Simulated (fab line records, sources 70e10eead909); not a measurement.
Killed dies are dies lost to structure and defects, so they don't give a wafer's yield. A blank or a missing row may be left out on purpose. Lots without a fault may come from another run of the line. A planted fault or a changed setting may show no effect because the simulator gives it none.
fab line records | flow nand_harc
record lots=6 wafers=18 last_day=25
route steps=1159 shown A_CONTACT@931 END@1159
lots that met no fault: from a run of the same line without faults
start_h: hours from the record's first day to the start of the lot's first wafer shown | wait_h: hours since the lot's step before | " the same as in the row above | L1.1+2: a row that stands for several wafers | - no value, or no start given | * or withheld: withheld | < > ~ a bound
route shown NAME@n: a module of which the file shows steps, and the number in the route of the first | usual: mean/standard deviation of fault-free wafers | same: alike in all rows | chamber/n: place in a boat | sites: the reading at each site | _std_site: their standard deviation | _edge_site: outer sites' mean less inner sites' | radius_mm: how far each site lies from the wafer's centre | mask NAME#n: copy n | behind: the tool/chamber that last shaped the wafer | hold: why the lot was held/for how many hours/how that ended | device: the transistor (n, p or np) that didn't switch | end of line: the same wafers' tests at the end of the route | a step without rows: its recipe alone | killed: dies lost to structure and defects at the first sort, not the wafer's yield | map: a wafer's dies, x killed, . not, _ none there
set.NAME: the setting as run; set.NAME@STEP: as run at that earlier step | model.NAME: the simulator's own value behind a step, which no gauge read
lots at some steps of the route; a table a step, a row a wafer
services: from which hour (start_h, from the record's first day; less than 0 if before it) a tool's chamber was out of use, for how many hours, and why
## steps
# step NHARC_A_CONTACT_EBR_04
# step NHARC_A_CONTACT_EXPOSE_05
# recipe na=1.35 sigma_outer=0.8 dose_mj=84.24 mask_id=A_CC
# step NHARC_A_CONTACT_PEB_06
# recipe peb_temp_c=100 peb_time_s=65
# step NHARC_A_CONTACT_DEVELOP_07
# recipe develop_time_s=35 dev_temp_c=23
# step NHARC_A_CONTACT_CD_MEAS_08
# recipe target_cd_nm=100 landing_energy_ev=500
# usual cd_nm=100.3/0.47
# columns lot.wafer tool chamber start_h wait_h cd_nm
L466.3 cd_sem-02 0 394.36 - 100.4
L466.4 " 0 " " 100.1
L466.5 " 0 " " 100.4
L467.2 cd_sem-02 0 426.05 - 100.8
L467.5 " 0 " " 100.4
L467.6 " 0 " " 100.6
L473.1 cd_sem-03 0 456.80 - 101.0
L473.2 " 0 " " 99.9
L473.5 " 0 " " 100.3
L478.1 cd_sem-01 0 487.14 - 100.5
L478.5 " 0 " " 100.4
L478.6 " 0 " " 100.7
L482.3 cd_sem-01 0 515.22 - 101.0
L482.5 " 0 " " 100.6
L482.6 " 0 " " 99.6
L484.3 cd_sem-02 0 526.38 - 99.9
L484.4 " 0 " " 100.3
L484.6 " 0 " " 101.2
# step NHARC_A_CONTACT_OVL_MEAS_09
# usual overlay_x_nm=-0.1/1.1 overlay_y_nm=0.2/0.74
# columns lot.wafer tool chamber start_h wait_h overlay_x_nm overlay_y_nm
L466.3 overlay-02 - 394.44 - -2.2 0.9
L466.4 " - " " -2.2 0.2
L466.5 " - " " -2.3 0.3
L467.2 overlay-01 - 426.14 - -0.7 -0.8
L467.5 " - " " -1.1 -0.8
L467.6 " - " " -0.9 -0.7
L473.1 overlay-01 - 456.89 - 0.9 -0.5
L473.2 " - " " 0.9 -0.8
L473.5 " - " " 1.3 0.0
L478.1 overlay-02 - 487.22 - -1.1 0.9
L478.5 " - " " -1.2 0.2
L478.6 " - " " -0.9 1.0
L482.3 overlay-02 - 515.30 - 2.1 -0.1
L482.5 " - " " 1.3 -0.2
L482.6 " - " " 2.0 -0.6
L484.3 overlay-02 - 526.46 - 0.6 -0.4
L484.4 " - " " 0.0 -0.3
L484.6 " - " " -0.1 -0.3
# step NHARC_A_CONTACT_INSPECT_10
# usual raw_defect_count=30/15
# columns lot.wafer tool chamber start_h wait_h raw_defect_count
L466.3 defect_inspect-02 - 394.48 0.0 9
L466.4 " - " " 6
L466.5 " - " " 12
L467.2 defect_inspect-02 - 426.17 0.0 23
L467.5 " - " " 39
L467.6 " - " " 17
L473.1 defect_inspect-02 - 456.92 0.0 37
L473.2 " - " " 31
L473.5 " - " " 29
L478.1 defect_inspect-02 - 487.27 0.0 11
L478.5 " - " " 13
L478.6 " - " " 20
L482.3 defect_inspect-02 - 515.34 0.0 47
L482.5 " - " " 64
L482.6 " - " " 68
L484.3 defect_inspect-01 - 526.50 0.0 18
L484.4 " - " " 19
L484.6 " - " " 23
# step NHARC_A_CONTACT_DESCUM_13
# recipe time_s=3 o2_flow_sccm=200 ar_flow_sccm=0 bias_power_w=0 chemistry=O2
# step NHARC_A_CONTACT_ETCH_88
# recipe target_depth_a=390 over_etch_frac=0.3 time_s=65 ion_energy_ev=80 cf4_flow_sccm=150 ar_flow_sccm=0 rf_w=300 bias_w=100 chemistry=CF4
# usual bias_w=99.99/0.29 cf4_flow_sccm=150.1/0.47 drypump_motor_current_A=5.7/0.36 oes_product_au=0.996/0.011 rf_fwd_power_W=297.4/1.2 rf_vpp_V=151.5/1.4 showerhead_plenum_p_Torr=1.78/0.093 throttle_valve_pct=13.284/0.0092
# columns lot.wafer tool chamber start_h wait_h bias_w cf4_flow_sccm drypump_motor_current_A oes_product_au rf_fwd_power_W rf_hours_counter_h rf_vpp_V showerhead_plenum_p_Torr throttle_valve_pct
L466.3 rie_diel-13 0 394.68 0.1 99.58 149.1 5.6 0.998 296.9 46 149.6 1.76 13.282
L466.4 " 1 " " 99.76 151.0 5.8 0.981 295.5 45 150.2 1.64 13.280
L466.5 " 0 " " 99.96 149.5 5.6 0.983 297.4 - 150.4 1.76 13.277
L467.2 rie_diel-05 3 426.33 0.1 100.17 150.3 5.3 1.019 295.9 32 152.2 1.79 13.275
L467.5 " 1 " " 100.44 149.9 5.6 1.001 296.3 - 151.3 1.68 13.279
L467.6 " 2 " " 100.19 150.0 5.6 0.988 296.0 - 151.4 1.79 13.298
L473.2 rie_diel-03 1 457.09 0.1 99.86 151.0 6.3 0.977 298.3 8 150.3 1.65 13.298
L473.1 " 0 " " 99.51 150.9 5.5 0.993 298.3 9 151.9 1.77 13.289
L473.5 " 2 " " 99.52 150.6 5.7 0.992 298.3 - 153.4 1.86 13.299
L478.1 rie_diel-13 3 487.43 0.1 100.74 149.9 6.1 1.005 297.3 9 152.1 1.91 13.282
L478.6 " 0 " " 100.21 149.9 5.6 1.007 296.8 - 151.5 1.75 13.269
L478.5 " 1 " " 99.78 149.3 5.8 1.006 297.0 - 153.1 1.91 13.294
L482.3 rie_diel-13 2 515.69 0.2 99.82 150.2 5.3 0.987 300.1 21 152.9 1.80 13.290
L482.5 " 0 " " 100.28 150.7 5.6 1.007 295.7 - 150.9 1.75 13.288
L482.6 " 1 " " 100.22 151.2 5.8 1.000 297.6 - 154.0 1.90 13.296
L484.4 rie_diel-03 2 526.64 0.1 99.74 150.2 5.7 0.988 297.8 23 153.4 1.86 13.279
L484.3 " 3 " " 99.66 150.1 5.3 0.999 296.4 24 153.7 1.90 13.280
L484.6 " 2 " " 99.92 150.2 5.7 0.995 297.4 - 152.7 1.86 13.295
# step NHARC_A_CONTACT_ETCH_89
# recipe target_depth_a=2600 over_etch_frac=0.3 time_s=475.3 ion_energy_ev=200 n2_flow_sccm=150 h2_flow_sccm=150 ar_flow_sccm=0 rf_w=400 bias_w=150 chemistry=N2/H2
# usual bias_w=150.1/0.44 chamber_pressure_mTorr=30.001/0.026 drypump_motor_current_A=5.7/0.36 oes_product_au=0.995/0.012 rf_fwd_power_W=399.4/1.1 rf_vpp_V=431/3.4 showerhead_plenum_p_Torr=2.06/0.12 throttle_valve_pct=14.172/0.0089
# columns lot.wafer tool chamber start_h wait_h bias_w chamber_pressure_mTorr drypump_motor_current_A oes_product_au rf_fwd_power_W rf_hours_counter_h rf_vpp_V showerhead_plenum_p_Torr throttle_valve_pct
L466.4 rie_diel-13 2 - - 149.8 29.998 5.3 1.005 398.5 38 431 2.10 14.167
L466.3 " 0 " " 150.6 30.027 5.6 1.002 397.7 46 430 2.02 14.169
L466.5 " 2 " " 149.2 29.960 5.3 1.011 397.8 - 433 2.10 14.163
L467.2 rie_diel-05 1 - - 150.2 30.014 5.6 1.011 398.9 31 428 1.93 14.178
L467.6 " 1 " " 149.5 29.964 5.6 0.994 401.5 - 429 1.93 14.161
L467.5 " 2 " " 149.6 30.015 5.6 0.992 400.2 - 431 2.07 14.177
L473.2 rie_diel-03 1 - - 150.5 29.990 6.4 0.973 398.7 8 426 1.89 14.163
L473.1 " 2 " " 150.5 29.984 5.7 0.993 400.0 9 433 2.16 14.186
L473.5 " 0 " " 150.5 29.995 5.5 0.976 401.0 - 431 2.04 14.165
L478.1 rie_diel-13 1 - - 149.7 30.001 5.8 1.010 401.2 10 436 2.21 14.165
L478.6 " 3 " " 150.2 30.004 6.0 1.014 400.0 - 435 2.21 14.179
L478.5 " 0 " " 149.5 30.030 5.6 1.015 398.4 - 430 2.01 14.185
L482.3 rie_diel-13 2 - - 150.2 29.992 5.3 0.987 400.4 21 430 2.08 14.170
L482.5 " 0 " " 150.2 29.990 5.6 1.010 399.5 - 430 2.01 14.173
L482.6 " 1 " " 149.7 29.993 5.8 0.991 399.8 - 437 2.21 14.177
L484.3 rie_diel-03 2 - - 149.7 29.981 5.7 0.983 400.6 23 435 2.16 14.184
L484.4 " 3 " " 149.6 29.992 5.3 1.005 398.9 24 435 2.21 14.165
L484.6 " 0 " " 149.6 30.046 5.5 0.985 400.5 - 431 2.03 14.180
# step NHARC_A_CONTACT_ETCH_30
# recipe target_depth_a=605 time_s=30.2 cf4_flow_sccm=100 chf3_flow_sccm=30 ar_flow_sccm=0 rf_w=500 bias_w=200 chemistry=CF4/CHF3
# usual bias_w=200.0/0.61 cf4_flow_sccm=100.0/0.31 drypump_motor_current_A=5.7/0.35 oes_product_au=0.928/0.017 rf_fwd_power_W=492.8/2.9 rf_vpp_V=371.2/2.9 showerhead_plenum_p_Torr=1.59/0.083 throttle_valve_pct=16.801/0.0083
# columns lot.wafer tool chamber start_h wait_h bias_w cf4_flow_sccm drypump_motor_current_A oes_product_au rf_fwd_power_W rf_hours_counter_h rf_vpp_V showerhead_plenum_p_Torr throttle_valve_pct
L466.3 rie_diel-13 2 - - 200.9 99.7 5.3 0.955 495.5 39 373.2 1.61 16.812
L466.4 " 0 " " 201.5 99.6 5.6 0.933 494.6 46 370.8 1.56 16.806
L466.5 " 2 " " 199.9 100.1 5.3 0.961 494.8 - 374.4 1.61 16.796
L467.2 rie_diel-05 2 - - 199.5 99.7 5.6 0.923 490.5 33 371.8 1.60 16.785
L467.6 " 1 " " 199.3 99.7 5.6 0.941 492.5 - 368.9 1.50 16.807
L467.5 " 2 " " 199.3 99.4 5.7 0.920 491.9 - 370.8 1.60 16.809
L473.2 rie_diel-03 3 - - 200.2 100.3 5.3 0.936 485.1 10 374.9 1.70 16.810
L473.1 " 0 " " 200.8 99.6 5.5 0.906 494.4 9 369.9 1.57 16.824
L473.5 " 2 " " 199.1 100.0 5.7 0.916 494.0 - 374.5 1.66 16.809
L478.1 rie_diel-13 2 - - 199.0 100.5 5.3 0.920 495.2 10 371.5 1.61 16.811
L478.5 " 0 " " 199.5 100.1 5.6 0.930 490.3 - 370.7 1.56 16.804
L478.6 " 1 " " 199.4 99.9 5.8 0.931 490.5 - 374.4 1.70 16.800
L482.3 rie_diel-13 1 - - 199.7 99.5 5.8 0.929 494.3 21 374.3 1.69 16.798
L482.5 " 0 " " 198.9 99.9 5.6 0.926 494.3 - 369.2 1.55 16.801
L482.6 " 1 " " 199.8 99.6 5.8 0.939 493.9 - 374.2 1.69 16.810
L484.4 rie_diel-03 3 - - 199.6 100.2 5.2 0.928 487.2 24 373.0 1.69 16.798
L484.3 " 0 " " 200.3 100.4 5.5 0.909 494.1 21 370.3 1.57 16.799
L484.6 " 2 " " 200.5 100.1 5.7 0.914 494.3 - 372.1 1.66 16.808
# step NHARC_A_CONTACT_ETCH_31
# recipe target_depth_a=20000 over_etch_frac=0.3 time_s=520 ion_energy_ev=150 o2_flow_sccm=400 cos_flow_sccm=20 ar_flow_sccm=0 rf_w=500 bias_w=300 chemistry=O2/COS
# usual bias_w=299.9/0.88 chamber_pressure_mTorr=20.000/0.02 drypump_motor_current_A=5.7/0.35 oes_product_au=0.997/0.01 rf_fwd_power_W=499.4/1.4 rf_vpp_V=314.6/2.6 showerhead_plenum_p_Torr=3.15/0.17 throttle_valve_pct=28.330/0.0091
# columns lot.wafer tool chamber start_h wait_h bias_w chamber_pressure_mTorr drypump_motor_current_A oes_product_au rf_fwd_power_W rf_hours_counter_h rf_vpp_V showerhead_plenum_p_Torr throttle_valve_pct
L466.3 rie_diel-13 0 - - 299.7 20.028 5.6 0.999 499.2 46 314.8 3.10 28.325
L466.4 " 1 " " 299.5 19.987 5.8 0.980 500.4 45 310.8 2.90 28.346
L466.5 " 0 " " 300.5 20.002 5.6 0.990 498.9 - 313.4 3.10 28.329
L467.2 rie_diel-05 3 - - 300.3 20.002 5.3 1.025 500.9 33 314.8 3.17 28.329
L467.6 " 1 " " 298.9 19.992 5.6 1.009 498.4 - 311.9 2.97 28.317
L467.5 " 2 " " 299.7 19.973 5.7 0.993 499.9 - 315.2 3.17 28.320
L473.1 rie_diel-03 3 - - 300.3 19.987 5.3 1.002 501.4 10 318.5 3.37 28.325
L473.2 " 0 " " 299.9 19.962 5.5 0.989 500.0 9 314.8 3.12 28.347
L473.5 " 3 " " 299.0 19.995 5.3 1.003 499.4 - 317.6 3.37 28.339
L478.1 rie_diel-13 1 - - 300.4 19.976 5.8 1.015 499.3 10 317.6 3.37 28.335
L478.5 " 1 " " 300.9 19.975 5.7 1.005 498.3 - 318.3 3.37 28.334
L478.6 " 2 " " 299.3 20.013 5.3 1.001 500.8 - 315.4 3.19 28.346
L482.3 rie_diel-13 2 - - 300.4 20.030 5.3 0.985 500.4 22 314.3 3.18 28.331
L482.5 " 1 " " 300.1 20.012 5.8 0.994 498.3 - 317.2 3.36 28.333
L482.6 " 2 " " 300.5 19.994 5.3 0.988 500.0 - 314.4 3.18 28.329
L484.3 rie_diel-03 2 - - 299.7 20.008 5.7 0.995 498.6 23 315.1 3.29 28.346
L484.4 " 0 " " 301.1 19.958 5.5 0.985 497.5 21 313.0 3.11 28.324
L484.6 " 2 " " 300.5 19.998 5.8 0.993 497.7 - 316.8 3.28 28.325
# step NHARC_A_CONTACT_ETCH_134
# recipe source_w=withheld pressure_mtorr=20 bias_v=withheld time_s=140 target_depth_a=7000 ar_flow_sccm=withheld c4f8_flow_sccm=withheld o2_flow_sccm=withheld chemistry=C4F8/O2/Ar
# usual chamber_pressure_mTorr=20.002/0.019 oes_air_line_au=1.000/0.021
# columns lot.wafer tool chamber start_h wait_h chamber_pressure_mTorr oes_air_line_au rf_hours_counter_h
L466.4 har_cap_etch-03 0 395.64 - 20.001 1.007 -
L466.3 " 1 " " 19.995 0.991 -
L466.5 " 0 " " 20.000 1.034 -
L467.2 har_cap_etch-01 1 427.26 - 19.971 0.989 64
L467.5 " 0 " " 19.987 0.957 -
L467.6 " 1 " " 19.973 0.985 -
L473.1 har_cap_etch-03 0 458.06 - 19.978 1.025 98
L473.2 " 1 " " 20.005 1.009 98
L473.5 " 1 " " 19.994 1.024 -
L478.1 har_cap_etch-01 1 488.32 - 19.980 0.992 74
L478.5 " 1 " " 20.026 1.037 -
L478.6 " 0 " " 20.006 0.985 -
L482.3 har_cap_etch-01 0 517.27 - - - -
L482.6 " 1 " " - - -
L482.5 " 0 " " - - -
L484.3 har_cap_etch-02 1 527.63 - - - -
L484.4 " 0 " " - - -
L484.6 " 1 " " - - -
# step NHARC_A_CONTACT_ETCH_135
# recipe source_w=withheld pressure_mtorr=20 bias_v=3000 time_s=132 target_depth_a=12870 ar_flow_sccm=withheld c4f8_flow_sccm=withheld o2_flow_sccm=withheld chemistry=C4F8/O2/Ar
# usual chamber_pressure_mTorr=20.002/0.018 oes_air_line_au=1.002/0.02
# columns lot.wafer tool chamber start_h wait_h chamber_pressure_mTorr oes_air_line_au rf_hours_counter_h
L466.4 har_cap_etch-03 0 395.82 0.1 19.986 0.981 -
L466.3 " 1 " " 19.982 0.981 -
L466.5 " 0 " " 19.979 1.025 -
L467.2 har_cap_etch-01 1 427.45 0.2 19.995 1.002 64
L467.5 " 0 " " 20.006 0.978 -
L467.6 " 1 " " 20.015 0.965 -
L473.1 har_cap_etch-03 0 458.26 0.2 19.981 1.007 98
L473.2 " 1 " " 20.014 0.995 98
L473.5 " 1 " " 20.008 0.982 -
L478.1 har_cap_etch-01 1 488.52 0.2 20.035 0.998 74
L478.5 " 1 " " 19.989 0.994 -
L478.6 " 0 " " 20.006 1.000 -
L482.3 har_cap_etch-01 0 517.43 0.1 20.019 0.978 -
L482.6 " 1 " " 20.011 1.023 -
L482.5 " 0 " " 20.004 0.989 -
L484.3 har_cap_etch-02 1 527.80 0.1 20.013 1.026 -
L484.4 " 0 " " 20.015 0.980 -
L484.6 " 1 " " 20.042 1.001 -
# step NHARC_END_SORT_01
# recipe temp_c=25
# usual killed_at_array=25/9.2 killed_at_other=0.9/1.3 killed_at_periphery=3.3/2.3 killed_dies=29/9.6 killed_open=3.2/1.8 killed_short=2/1.4
# same gross_dies=677
# columns lot.wafer tool chamber start_h wait_h killed_at_array killed_at_other killed_at_periphery killed_dies killed_open killed_short
L482.3 prober-02 0 576.60 3.1 669 2 6 677 3 0
L482.5 prober-02 0 578.20 3.7 667 0 10 677 7 2
L482.6 prober-02 0 579.00 4.0 671 2 4 677 0 2
L484.3 prober-02 0 592.10 3.1 675 0 2 677 4 1
L484.4 prober-02 0 592.90 3.4 674 1 2 677 2 4
L484.6 prober-02 0 594.50 4.0 676 0 1 677 1 1
# killed by level:class
L482.3 A_CONTACT:area_etch=638 A_CHANNEL_HOLE_D1:chamber_film_flake=19 A_SLIT:chamber_film_flake=6 P_STI:chamber_film_flake=2 P_M2:chamber_film_flake=2 A_WL_FILL:chamber_film_flake=2 A_CONTACT:chamber_film_flake=2 P_CONTACT:geometric_particle:open=1
L482.5 A_CONTACT:area_etch=623 A_CHANNEL_HOLE_D1:chamber_film_flake=18 A_SLIT:chamber_film_flake=12 P_M2:chamber_film_flake=6 A_CONTACT:chamber_film_flake=4 P_CONTACT:geometric_particle:open=2 A_CHANNEL_FILL_D1:geometric_particle:open=2 A_CONTACT:geometric_particle:open=2
L482.6 A_CONTACT:area_etch=638 A_CHANNEL_HOLE_D1:chamber_film_flake=12 A_SLIT:chamber_film_flake=11 A_CONTACT:chamber_film_flake=6 P_M2:chamber_film_flake=2 A_WL_FILL:chamber_film_flake=2 THIN_TSV:chamber_film_flake=2 P_CONTACT:geometric_particle:short=1
L484.3 A_CONTACT:area_etch=659 A_CONTACT:chamber_film_flake=5 A_ZERO_WELL:chamber_film_flake=2 A_CHANNEL_HOLE_D1:chamber_film_flake=2 A_CHANNEL_FILL_D1:chamber_film_flake=2 P_CONTACT:geometric_particle:open=1 P_M2:geometric_particle:open=1 A_CHANNEL_FILL_D1:geometric_particle:open=1
L484.4 A_CONTACT:area_etch=654 A_CHANNEL_HOLE_D1:chamber_film_flake=9 A_CONTACT:chamber_film_flake=3 A_CHANNEL_FILL_D1:geometric_particle:short=2 A_WL_FILL:chamber_film_flake=2 P_M1:geometric_particle:short=1 A_WL_FILL:geometric_particle:short=1 A_CONTACT:geometric_particle:open=1
L484.6 A_CONTACT:area_etch=653 A_CONTACT:chamber_film_flake=8 A_CHANNEL_HOLE_D1:chamber_film_flake=7 A_STAIRCASE:chamber_film_flake=2 A_WL_FILL:chamber_film_flake=2 A_CHANNEL_FILL_D1:geometric_particle:short=1 A_M0:geometric_particle:open=1 P_ZERO_WELL:chamber_film_flake=1
# map L482.3 (x killed, . not)
____________x____________
_________xxxxxxx_________
_______xxxxxxxxxxx_______
______xxxxxxxxxxxxx______
_____xxxxxxxxxxxxxxx_____
____xxxxxxxxxxxxxxxxx____
____xxxxxxxxxxxxxxxxx____
___xxxxxxxxxxxxxxxxxxx___
___xxxxxxxxxxxxxxxxxxx___
__xxxxxxxxxxxxxxxxxxxxx__
__xxxxxxxxxxxxxxxxxxxxx__
_xxxxxxxxxxxxxxxxxxxxxxx_
_xxxxxxxxxxxxxxxxxxxxxxx_
_xxxxxxxxxxxxxxxxxxxxxxx_
_xxxxxxxxxxxxxxxxxxxxxxx_
_xxxxxxxxxxxxxxxxxxxxxxx_
xxxxxxxxxxxxxxxxxxxxxxxxx
xxxxxxxxxxxxxxxxxxxxxxxxx
xxxxxxxxxxxxxxxxxxxxxxxxx
xxxxxxxxxxxxxxxxxxxxxxxxx
xxxxxxxxxxxxxxxxxxxxxxxxx
_xxxxxxxxxxxxxxxxxxxxxxx_
_xxxxxxxxxxxxxxxxxxxxxxx_
_xxxxxxxxxxxxxxxxxxxxxxx_
_xxxxxxxxxxxxxxxxxxxxxxx_
_xxxxxxxxxxxxxxxxxxxxxxx_
__xxxxxxxxxxxxxxxxxxxxx__
__xxxxxxxxxxxxxxxxxxxxx__
___xxxxxxxxxxxxxxxxxxx___
___xxxxxxxxxxxxxxxxxxx___
____xxxxxxxxxxxxxxxxx____
____xxxxxxxxxxxxxxxxx____
_____xxxxxxxxxxxxxxx_____
______xxxxxxxxxxxxx______
_______xxxxxxxxxxx_______
_________xxxxxxx_________
____________x____________
# map L484.3 (x killed, . not)
____________x____________
_________xxxxxxx_________
_______xxxxxxxxxxx_______
______xxxxxxxxxxxxx______
_____xxxxxxxxxxxxxxx_____
____xxxxxxxxxxxxxxxxx____
____xxxxxxxxxxxxxxxxx____
___xxxxxxxxxxxxxxxxxxx___
___xxxxxxxxxxxxxxxxxxx___
__xxxxxxxxxxxxxxxxxxxxx__
__xxxxxxxxxxxxxxxxxxxxx__
_xxxxxxxxxxxxxxxxxxxxxxx_
_xxxxxxxxxxxxxxxxxxxxxxx_
_xxxxxxxxxxxxxxxxxxxxxxx_
_xxxxxxxxxxxxxxxxxxxxxxx_
_xxxxxxxxxxxxxxxxxxxxxxx_
xxxxxxxxxxxxxxxxxxxxxxxxx
xxxxxxxxxxxxxxxxxxxxxxxxx
xxxxxxxxxxxxxxxxxxxxxxxxx
xxxxxxxxxxxxxxxxxxxxxxxxx
xxxxxxxxxxxxxxxxxxxxxxxxx
_xxxxxxxxxxxxxxxxxxxxxxx_
_xxxxxxxxxxxxxxxxxxxxxxx_
_xxxxxxxxxxxxxxxxxxxxxxx_
_xxxxxxxxxxxxxxxxxxxxxxx_
_xxxxxxxxxxxxxxxxxxxxxxx_
__xxxxxxxxxxxxxxxxxxxxx__
__xxxxxxxxxxxxxxxxxxxxx__
___xxxxxxxxxxxxxxxxxxx___
___xxxxxxxxxxxxxxxxxxx___
____xxxxxxxxxxxxxxxxx____
____xxxxxxxxxxxxxxxxx____
_____xxxxxxxxxxxxxxx_____
______xxxxxxxxxxxxx______
_______xxxxxxxxxxx_______
_________xxxxxxx_________
____________x____________
## services
# columns tool chamber start_h hours kind
rie_diel-13 0 383.25 - clean
rie_diel-13 1 383.25 - clean
rie_diel-13 2 383.25 - clean
rie_diel-13 3 383.25 - clean
rie_diel-03 - 392.30 9.0 pm
rie_diel-13 2 402.42 2.0 repair
rie_diel-13 0 407.75 - clean
rie_diel-13 1 407.75 - clean
rie_diel-13 2 407.75 - clean
rie_diel-13 3 407.75 - clean
rie_diel-13 - 417.30 0.8 repair
rie_diel-13 0 432.25 - clean
rie_diel-13 1 432.25 - clean
rie_diel-13 2 432.25 - clean
rie_diel-13 3 432.25 - clean
rie_diel-13 3 448.29 - consumable_replace:showerhead
rie_diel-13 3 448.29 9.0 scheduled_down
rie_diel-13 3 448.29 9.0 vent_cycle
rie_diel-13 - 453.19 9.0 pm
rie_diel-13 0 453.19 9.0 vent_cycle
har_cap_etch-03 - 496.44 0.7 repair
rie_diel-03 0 507.85 12.3 repair
rie_diel-13 0 517.28 4.2 repair
rie_diel-05 - 517.68 9.0 pm
## key
first_sign step=NHARC_A_CONTACT_ETCH_134 reading=tool_record direction=missing
effect step=NHARC_END_SORT_01 reading=killed_at_array direction=up sigmas=70 usual=25 struck=672
more_kills_born_at NHARC_A_CONTACT_ETCH_134@har_cap_etch-02=1966 NHARC_A_CONTACT_ETCH_134@har_cap_etch-01=1899
met_at NHARC_A_CONTACT_ETCH_134
struck_wafers L482.3,L482.5,L482.6,L484.3,L484.4,L484.6
later_rows_left_out L482.3,L482.5,L482.6,L484.3,L484.4,L484.6
tester_left_out L482,L484
onset_between 488.32 517.27
fault kind=skipped_step_whole tool=har_cap_etch-01,har_cap_etch-02 chamber=- onset_h=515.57 steps=NHARC_A_CONTACT_ETCH_134 scope=struck_lots_only
# tester_left_out: of these lots the tester's yield and bins aren't shown, on N5 and GAA mostly nor the transistor test; their killed dies are dies lost to structure and defects alone, not to doping, threshold or leakage, so they don't give the yield
# later_rows_left_out: the simulator's readings of these wafers behind a module that went badly wrong aren't trusted and aren't shown, but for the sort
